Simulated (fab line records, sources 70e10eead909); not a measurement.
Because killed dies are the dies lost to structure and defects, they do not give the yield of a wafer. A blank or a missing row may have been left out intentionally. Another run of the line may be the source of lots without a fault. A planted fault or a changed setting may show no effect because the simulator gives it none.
Problem report, 8D (eight disciplines) form, completed by code    flow nand_harc    the parts of the form that need people (team, actions taken, sign-off) are left out

1. THE PROBLEM
killed_dies at NHARC_END_SORT_01 reads a mean of 193 on 2 wafers of 1 lot; wafers without a fault read 63 with a standard deviation of 20. That is +6.5 standard deviations from the usual mean.
The first sign was on wafer L627.3 at day 29 17:22, on prober-01. The record holds 3 wafers of 1 lot with a number at this step. The rule behind "out" and "out of limits": a value lying over 4 standard deviations away from the usual mean. All remaining wafers that have a number are taken as sound.

2. WHAT IT IS, AND WHAT IT ISN'T
question                     is                            is not
which readings at this step  killed_dies, killed_at_array  killed_at_other, killed_open, killed_short
which lots                   L627                          -
which wafers of those lots   L627.3, L627.4                L627.2
read on which gauges         prober-01                     -
when                         from day 29 17:22             up to then (1 sound wafer)

3. SUSPECTS, AND WHAT RULES EACH OUT
Counting: any tool at a process step up to the reading remains a suspect provided it ran every lot that is out. Sound lots after the first of them don't rule it out here, since some wafers of a struck lot are sound.
- the gauge at NHARC_END_SORT_01: kept. All the wafers that are out were read on prober-01, and no step on other tools shows them out.
- pecvd-04 at NHARC_A_CONTACT_DEP_85 (deposits SiON, target thk 60 nm): kept. It ran the lot that is out, L627 (day 27 06:56).
- rie_diel-11 at NHARC_THIN_TSV_DESCUM_14 (chemistry O2, time 3 s): kept. It ran the lot that is out, L627 (day 29 00:09).
- rie_diel-07 at NHARC_THIN_TSV_ETCHBACK_48 (etches the open film in C4F8/Ar, target depth 1028.5 nm, time 405.17 s): kept. It ran the lot that is out, L627 (day 29 02:17).
- pvd_sputter-02 at NHARC_THIN_TSV_PVD_19 (deposits TaN, target thk 20 nm): kept. It ran the lot that is out, L627 (day 29 16:34). With no start given for some of its lots, NHARC_THIN_TSV_PVD_19 uses the hours and lot order of NHARC_END_SORT_01.
- Within pecvd-04 at NHARC_A_CONTACT_DEP_85, the wafers that are out were processed in chamber 0 and their sound lot-mates in chamber 1.
- Within rie_diel-11 at NHARC_THIN_TSV_DESCUM_14: the wafers that are out ran in chambers 0, 2; their sound lot-mates ran in chamber 3.
- Within rie_diel-07 at NHARC_THIN_TSV_ETCHBACK_48: the wafers that are out ran in chambers 0, 3; their sound lot-mates ran in chamber 1.
Left after counting: pecvd-04 at NHARC_A_CONTACT_DEP_85, rie_diel-11 at NHARC_THIN_TSV_DESCUM_14, rie_diel-07 at NHARC_THIN_TSV_ETCHBACK_48, pvd_sputter-02 at NHARC_THIN_TSV_PVD_19, prober-01 at NHARC_END_SORT_01.

4. THE CAUSE (what the simulator had put in)
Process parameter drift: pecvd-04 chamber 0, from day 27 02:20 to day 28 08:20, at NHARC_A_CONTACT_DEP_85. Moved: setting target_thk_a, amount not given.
Of the 5 suspects that counting leaves, this tool is one.

5. THE CHAIN OF EFFECTS, in route order
Each row: a reading where the mean over the struck wafers with a number is more than 3 standard deviations away from the usual. Only readings for which the record gives a usual standard deviation are gone through. hours: the time from each lot's start at the first step in this table that gives one to its start at this step, as a median over the lots. sigmas: the change in usual standard deviations.
hours  step               reading          usual  on struck wafers  change  sigmas
0      NHARC_END_SORT_01  killed_at_array  58     185               +127    +6.3
0      NHARC_END_SORT_01  killed_dies      63     193               +130    +6.5

6. WHAT WOULD HAVE CAUGHT IT SOONER
63 hours passed between the start of the fault at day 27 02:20 and the first reading out of limits at a measuring or inspecting step in this record, taken at day 29 17:22.
Of the tool readings at NHARC_A_CONTACT_DEP_85 for which the record gives a usual standard deviation, none was out on any struck wafer, so an alarm limit of 4 standard deviations on them would not have fired.
The start of NHARC_A_CONTACT_DEP_85 on pecvd-04 came by day 29 17:22 for every one of the lots that are out (1). Holding the tool at that point would not have protected any of them.
